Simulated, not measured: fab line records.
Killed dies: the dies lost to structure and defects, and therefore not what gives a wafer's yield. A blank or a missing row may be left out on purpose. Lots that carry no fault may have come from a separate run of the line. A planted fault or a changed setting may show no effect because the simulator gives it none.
Matching of chambers	flow nand_harc	cmp-04 running NHARC_A_CHANNEL_FILL_D2_CMP_10: 4 sister chambers
The step polishes, target thk 150 nm. 4 wafers are shown with their chamber, then 8 later ones without.

## EACH WAFER AND ITS CHAMBER
wafer	chamber	motor_current_A (A)
L085.2	1	12.8
L085.4	0	10.5
L089.6	3	12.9
L091.1	2	12.9

## WAFERS MISSING THEIR CHAMBER
wafer	motor_current_A (A)
L091.2	13.9
L091.3	12.9
L095.3	13.0
L095.5	10.0
L095.6	13.5
L097.1	10.0
L097.2	12.6
L097.5	13.1

## CHAMBER TAKEN BY EACH
wafer	from the rows above	in truth
L091.2	can't be placed: 2 or 3 or 1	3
L091.3	can't be placed: 2 or 3 or 1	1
L095.3	can't be placed: 2 or 3 or 1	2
L095.5	0	0
L095.6	can't be placed: 2 or 3 or 1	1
L097.1	0	0
L097.2	can't be placed: 1 or 2 or 3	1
L097.5	can't be placed: 2 or 3 or 1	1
Placed correctly: 2 of 8. Unplaceable from these rows: 6, with the true chamber sitting among the candidates in 6. Number placed wrongly: 0.
How it was worked out, from the rows above alone: a wafer's distance from a chamber is the root of the sum, over the readings, of the square of ((its reading less the chamber's mean) divided by the reading's scatter). The wafer belongs to the nearest chamber; if the next one is less than 2 further off, it can't be placed. Each chamber's mean is taken over the wafers shown for it. The scatter: root of mean squared gap, hidden wafer to nearest shown wafer, with one shown wafer a chamber.
